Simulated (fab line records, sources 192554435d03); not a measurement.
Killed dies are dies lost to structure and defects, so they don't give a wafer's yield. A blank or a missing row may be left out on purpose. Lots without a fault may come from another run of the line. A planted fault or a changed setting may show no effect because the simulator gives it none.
One fault seen from 3 desks | flow n5_finfet | each desk has only its own numbers; what lay behind them comes last

THE METROLOGY DESK
What the gauges read, lot by lot, whatever tool the lot ran on: means of the sampled wafers that have a number. A lot is out of limits, marked OUT, if its mean lies more than 4 standard deviations from the usual mean; the brackets give that distance.
Columns: A = M9_ILD_THK at N5_BEOL_M9_THK_MEAS_01, usual 268 nm
lot  | first seen here | A
L989 | day 11 05:54    | 268
L991 | day 12 15:43    | 269
L994 | day 12 19:19    | 266
L995 | day 13 08:06    | 270
L999 | day 13 18:53    | 265
L103 | day 14 16:08    | 188 (-25) OUT
L104 | day 15 16:45    | 268
L105 | day 16 04:01    | 226 (-13) OUT
L107 | day 16 04:34    | 223 (-14) OUT
L108 | day 16 04:44    | 270
L111 | day 17 09:17    | 265
L109 | day 18 03:43    | 272
This desk's finding: out of limits on L103, L105, L107; first on L103, day 14 16:08 (M9_ILD_THK at N5_BEOL_M9_THK_MEAS_01). In limits: L989, L991, L994, L995, L999, L104, L108, L111, L109.

THE TOOL OWNER'S DESK: pecvd-01
The tool's own readings at N5_BEOL_M9_ILD_DEP_00 (deposits SiCOH lowk from DEMS/porogen, target thk 308.51 nm, time 58 s): means of the sampled wafers that have a number, for each lot that ran on this tool. A lot is out of limits, marked OUT, if its mean lies more than 4 standard deviations from the usual mean; the brackets give that distance.
Columns: A = heater_power_w at N5_BEOL_M9_ILD_DEP_00, usual 300 W; B = run_length_s at N5_BEOL_M9_ILD_DEP_00, usual 100.8 s; C = showerhead_plenum_p_Torr at N5_BEOL_M9_ILD_DEP_00, usual 5.743 Torr; D = throttle_valve_pct at N5_BEOL_M9_ILD_DEP_00, usual 14.0 %
lot  | first seen here | A   | B              | C     | D
L989 | day 11 05:19    | 352 | 100.9          | 5.726 | 13.7
L994 | day 12 18:19    | 275 | 101.5          | 5.713 | 14.0
L999 | day 13 17:49    | 365 | 101.1          | 5.735 | 14.3
L103 | day 14 15:34    | 283 | 84.1 (-26) OUT | 5.728 | 13.9
L105 | day 16 03:26    | 362 | 92.2 (-14) OUT | 5.728 | 14.7
L107 | day 16 03:58    | 337 | 92.0 (-14) OUT | 5.733 | 14.2
This desk's finding: out of limits on L103, L105, L107; first on L103, day 14 15:34 (run_length_s at N5_BEOL_M9_ILD_DEP_00). In limits: L989, L994, L999.

THE DEFECT DESK
What the inspections along the route counted, lot by lot: means of the sampled wafers that have a number. A lot is out of limits, marked OUT, if its mean lies more than 4 standard deviations from the usual mean; the brackets give that distance.
Columns: A = raw_defect_count at N5_BEOL_M8_INSPECT_58, usual 75
lot  | first seen here | A
L989 | day 11 05:16    | 50
L991 | day 12 14:35    | 50
L994 | day 12 18:17    | 93
L995 | day 13 07:29    | 91
L999 | day 13 17:46    | 72
L103 | day 14 15:31    | 62
L104 | day 15 16:07    | 74
L105 | day 16 03:23    | 70
L107 | day 16 03:56    | 93
L108 | day 16 04:07    | 53
L111 | day 17 07:56    | 90
L109 | day 18 03:05    | 73
This desk's finding: nothing out of limits on any of the 12 lots.

PUT TOGETHER
The tool owner's desk could have raised an alarm at day 14 15:34, on L103, L105, L107.
The metrology desk could have raised an alarm at day 14 16:08, on L103, L105, L107.
The defect desk saw nothing out of limits.
The defect desk has L103, L105, L107 on record, within its limits.
Of the lots named, all ran N5_BEOL_M9_ILD_DEP_00 on pecvd-01.

WHAT THE SIMULATOR HAD PUT IN
Process parameter drift: pecvd-01, from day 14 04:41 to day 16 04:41, at N5_BEOL_M9_ILD_DEP_00. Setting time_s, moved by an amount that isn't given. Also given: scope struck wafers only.
Lots struck among those shown: L103, L105, L107.
Hours from the fault's start to each desk's first reading out of limits: the tool owner's desk, 11; the metrology desk, 11.
